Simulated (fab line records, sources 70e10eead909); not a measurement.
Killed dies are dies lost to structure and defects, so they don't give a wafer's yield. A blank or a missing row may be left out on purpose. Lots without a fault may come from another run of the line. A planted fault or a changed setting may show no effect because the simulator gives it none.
Chamber matching | flow nand_harc | NHARC_A_DECK1_JOINT_CMP_13 on cmp-03: 3 sister chambers
The step polishes, target thk 51.023 nm. 14 wafers are shown with their chamber, then 4 later ones without.

WAFERS WITH THEIR CHAMBER
wafer  | chamber | motor_current_A (A) | time_to_endpoint_s (s)
L077.1 | 1       | 12.8                | 10.6
L077.2 | 3       | 11.4                | 11.3
L077.4 | 2       | 11.9                | 10.7
L078.2 | 1       | 13.7                | 12.6
L078.4 | 3       | 11.1                | 7.7
L078.6 | 3       | 11.0                | 7.9
L079.1 | 1       | 12.8                | 10.1
L079.3 | 3       | 11.5                | 9.3
L079.5 | 1       | 13.7                | 11.1
L083.1 | 1       | 13.0                | 8.9
L083.4 | 3       | 11.8                | 6.6
L083.6 | 3       | 12.1                | 8.0
L091.2 | 3       | 11.5                | 8.4
L091.3 | 1       | 13.5                | 9.7

SIGNATURES (means of the wafers above)
reading            | chamber 1 | chamber 2 | chamber 3 | scatter within a chamber
motor_current_A    | 13.250    | 11.900    | 11.486    | 0.405
time_to_endpoint_s | 10.500    | 10.700    | 8.457     | 1.4
Rule: a wafer's distance from a chamber is the root of the sum, over the readings, of the square of ((its reading less the chamber's mean) divided by the reading's scatter). The wafer belongs to the nearest chamber; if the next one is less than 2 further off, it can't be placed. The scatter: the root of (the sum of the squares of (reading less its chamber's mean) over the shown wafers, divided by (wafers less chambers)).

WAFERS WITHOUT THEIR CHAMBER
wafer  | motor_current_A (A) | time_to_endpoint_s (s)
L091.5 | 11.5                | 10.2
L095.1 | 11.4                | 9.3
L097.1 | 13.1                | 10.1
L097.2 | 11.9                | 11.2

WHICH CHAMBER EACH WENT THROUGH
wafer  | from the rows above     | in truth
L091.5 | can't be placed: 2 or 3 | 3
L095.1 | can't be placed: 3 or 2 | 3
L097.1 | 1                       | 1
L097.2 | can't be placed: 2 or 3 | 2
Placed correctly: 1 of 4. Can't be placed from these rows: 3 (the true chamber is among the candidates in 3). Placed wrongly: 0.
